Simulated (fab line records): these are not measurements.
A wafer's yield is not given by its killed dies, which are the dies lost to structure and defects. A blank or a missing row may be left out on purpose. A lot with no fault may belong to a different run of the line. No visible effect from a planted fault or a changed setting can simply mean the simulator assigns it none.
Matching of chambers -- flow nand-harc -- NHARC_P_ZERO_WELL_DESCUM_39 on rie-diel-07: 4 sister chambers
The step chemistry O2, time 3 s. 30 wafers are shown with their chamber, then 12 later ones without.

WAFERS WITH THEIR CHAMBER
wafer,chamber,drypump-motor-current-A (A),oes-product-au (a.u.),rf-vpp-V (V)
L076.1,2,6.0,0.997,59.2
L076.2,3,5.8,1.001,57.1
L076.6,0,4.8,1.002,57.5
L078.1,0,4.8,1.008,59.1
L078.2,2,6.0,1.015,58.9
L078.3,3,5.8,1.002,56.4
L079.2,3,5.8,0.996,58.3
L079.3,2,6.1,0.998,55.6
L079.4,0,4.8,1.002,58.4
L084.1,0,4.8,1.014,58.0
L084.2,1,5.6,1.014,59.4
L084.6,1,5.6,1.008,58.6
L086.3,2,6.0,1.012,57.6
L086.5,1,5.6,1.009,58.8
L086.6,0,4.8,1.017,56.9
L087.1,0,4.8,1.006,56.5
L087.4,1,5.6,1.000,58.9
L087.6,1,5.6,1.002,58.1
L087.2,2,6.1,0.991,57.7
L087.3,3,5.8,0.982,57.1
L087.5,0,4.8,1.001,58.5
L088.4,3,5.8,0.998,58.4
L088.5,1,5.6,1.002,57.9
L088.6,2,6.1,0.996,58.2
L090.1,1,5.6,1.012,58.8
L090.5,2,6.1,0.998,57.9
L090.6,1,5.7,1.006,57.8
L090.2,3,5.8,1.011,58.0
L090.3,2,6.1,1.004,58.4
L090.4,0,4.8,1.010,57.6

SIGNATURES (averages over the wafers above)
reading,chamber 0,chamber 1,chamber 2,chamber 3,scatter within a chamber
drypump-motor-current-A,4.800,5.612,6.062,5.800,0.0325
oes-product-au,1.00750,1.00663,1.00137,0.99833,0.00723
rf-vpp-V,57.812,58.538,57.938,57.550,0.855
Rule: a wafer lies at a distance from a chamber equal to the root of the sum of squares, over the readings, of (its reading less the chamber's mean, divided by the reading's scatter). The wafer belongs to the nearest chamber; if the next one is less than 2 further off, it can't be placed. The scatter: the root of (the sum of the squares of (reading less its chamber's mean) over the shown wafers, divided by (wafers less chambers)).

WAFERS MISSING THEIR CHAMBER
wafer,drypump-motor-current-A (A),oes-product-au (a.u.),rf-vpp-V (V)
L091.2,6.0,0.998,57.7
L091.5,5.6,0.995,58.9
L091.6,4.8,0.992,57.2
L094.2,4.8,1.009,58.2
L094.3,5.6,1.002,57.9
L094.6,5.6,1.015,57.3
L095.1,5.6,0.997,57.7
L095.2,5.8,0.995,56.7
L095.5,5.6,1.007,58.0
L097.1,4.8,1.003,56.3
L097.2,6.1,0.998,57.8
L097.4,5.6,0.997,57.7

CHAMBER TAKEN BY EACH
wafer,from the rows above,in truth
L091.2,2,2
L091.5,1,1
L091.6,0,0
L094.2,0,0
L094.3,1,1
L094.6,1,1
L095.1,1,1
L095.2,3,3
L095.5,1,1
L097.1,0,0
L097.2,2,2
L097.4,1,1
Placed correctly: 12 of 12. Number that these rows cannot place: 0. Placed wrongly: 0.
